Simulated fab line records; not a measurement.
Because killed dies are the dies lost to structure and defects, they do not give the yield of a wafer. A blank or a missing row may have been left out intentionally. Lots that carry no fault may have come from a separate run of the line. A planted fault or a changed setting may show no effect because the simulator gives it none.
Problem report, 8D (eight disciplines) form, completed by code :: flow n5 finfet :: the parts of the form that need people (team, actions taken, sign-off) are left out
Where a reading is given only as a bound, like >300, the bound stands for it, and a mean or a difference that rests on one is marked > or <: the true number lies beyond.

== 1. WHAT WENT WRONG ==
Wafers without a fault read 282, standard deviation 78; raw defect count at N5_BEOL_M0_SAQP_INSPECT_42 reads a mean of 686 on 2 wafers belonging to 2 lots. Relative to the usual mean, that is a shift of +5.2 standard deviations.
The step: inspects for defects (brightfield).
The first sign was on wafer L929.3 at day 10 12:58, on defect inspect-02. The record holds 24 wafers of 8 lots with a number at this step. By rule, "out" or "out of limits" means more than 4 standard deviations away from the usual mean. All remaining wafers that have a number are taken as sound.

== 2. WHAT IT IS, AND WHAT IT ISN'T ==
question: which readings at this step
is: raw defect count
is not: -

question: which lots
is: L929, L930
is not: L911, L917, L919, L931, L932, L933

question: which wafers of those lots
is: L929.3, L930.3
is not: L929.4, L929.6, L930.4, L930.5

question: read on which gauges
is: defect inspect-02
is not: defect inspect-01

question: when
is: from day 10 12:58
is not: up to then (11 sound wafers); but 11 sound wafers of L930, L931, L932, L933 came after

== 3. SUSPECTS, AND WHAT RULES EACH OUT ==
Counting: if a tool at a process step up to the reading ran every lot that is out, it stays a suspect. Sound lots after the first of them don't rule it out here, since some wafers of a struck lot are sound.
- the gauge at N5_BEOL_M0_SAQP_INSPECT_42 has been ruled out. All the wafers that are out were read on defect inspect-02, but those of them that N5_BEOL_M0_CUTY_INSPECT_59 has rows for are out there too, on other tools.
- rie diel-06 at N5_BEOL_M0_SAQP_ETCH_107 (etches SiNx in CH3F/O2, target depth 30 nm): kept. It ran every lot that is out, first L929 (day 10 11:14); its last sound lot up to then is L919 (day 7 22:50).
- vapor etch-01 at N5_BEOL_M0_SAQP_RECESS_109 (chemistry HF/NH3, target SiO2, target depth 3 nm, afs cycles 1, sublimation time 60 s): kept. It ran every lot that is out, first L929 (day 10 11:41); its last sound lot up to then is L917 (day 7 07:21).
- rie si-02 at N5_BEOL_M0_SAQP_MANDREL2_REMOVE_110 (chemistry HBr/Cl2/O2, target a-Si, stops on SiCN, bt time 10 s): kept. It ran every lot that is out, first L929 (day 10 12:28); its last sound lot up to then is L911 (day 5 20:13).
- Within vapor etch-01 at N5_BEOL_M0_SAQP_RECESS_109: the wafers that are out ran in chamber 0; their sound lot-mates ran in chamber 1.
Left after counting: rie diel-06 at N5_BEOL_M0_SAQP_ETCH_107, vapor etch-01 at N5_BEOL_M0_SAQP_RECESS_109, rie si-02 at N5_BEOL_M0_SAQP_MANDREL2_REMOVE_110.

== 4. THE CAUSE (what the simulator had put in) ==
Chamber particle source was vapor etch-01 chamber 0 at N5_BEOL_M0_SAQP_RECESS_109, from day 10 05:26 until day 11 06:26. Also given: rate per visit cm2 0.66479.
Of the 3 suspects that counting leaves, this tool is one.

== 5. SEQUENCE OF EFFECTS, ordered by route ==
Each row: a reading whose mean over the struck wafers that have a number lies more than 3 standard deviations from the usual. Only readings whose record carries a usual standard deviation are examined. hours: median over the lots of the time between each lot's start at the first step of this table that gives one and its start at this step. sigmas: the change, counted in usual standard deviations.
hours: 0
step: N5_BEOL_M0_SAQP_INSPECT_42
reading: raw defect count
usual: 282
on struck wafers: 686
change: +404
sigmas: +5.2

hours: 1
step: N5_BEOL_M0_CUTY_INSPECT_59
reading: raw defect count
usual: 2.1
on struck wafers: >300
change: >+298
sigmas: +99 or more

hours: 175
step: N5_PASSIVATION_PROBE_49
reading: defect limited yield
usual: 91.0 %
on struck wafers: 82.8
change: -8.2
sigmas: -5.9

hours: 175
step: N5_PASSIVATION_PROBE_49
reading: killed_at_M0_to_M3
usual: 35
on struck wafers: 126
change: +92
sigmas: +9.1

hours: 175
step: N5_PASSIVATION_PROBE_49
reading: killed dies
usual: 106
on struck wafers: 203
change: +97
sigmas: +6.1

hours: 175
step: N5_PASSIVATION_PROBE_49
reading: killed on rim
usual: 13
on struck wafers: 30
change: +16
sigmas: +4.1

hours: 175
step: N5_PASSIVATION_PROBE_49
reading: sort_bin_5_function
usual: 5.3 %
on struck wafers: 10.8
change: +5.5
sigmas: +6.2

hours: 175
step: N5_PASSIVATION_PROBE_49
reading: sort n pass
usual: 1070
on struck wafers: 977
change: -93
sigmas: -3.3

hours: 175
step: N5_PASSIVATION_PROBE_49
reading: sort yield pct
usual: 90.7 %
on struck wafers: 82.8
change: -7.9
sigmas: -3.3
Process steps it contains:
- N5_PASSIVATION_PROBE_49
Later steps that measure or inspect, where all struck wafers having a row at the step show a number for every such reading and not one has moved that far: N5_BEOL_M4_RC_MEAS_101.

== 6. HOW IT WOULD HAVE BEEN CAUGHT EARLIER ==
8 hours passed between the start of the fault at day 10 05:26 and the first reading out of limits at a measuring or inspecting step in this record, taken at day 10 12:58.
An alarm limit of 4 standard deviations would not have fired on the tool readings at N5_BEOL_M0_SAQP_RECESS_109 for which the record gives a usual standard deviation, since none of them was out on any struck wafer.
Among the 2 lots that are out, L930 began N5_BEOL_M0_SAQP_RECESS_109 on vapor etch-01 after day 10 12:58. It would have been spared by a hold on the tool at that moment.
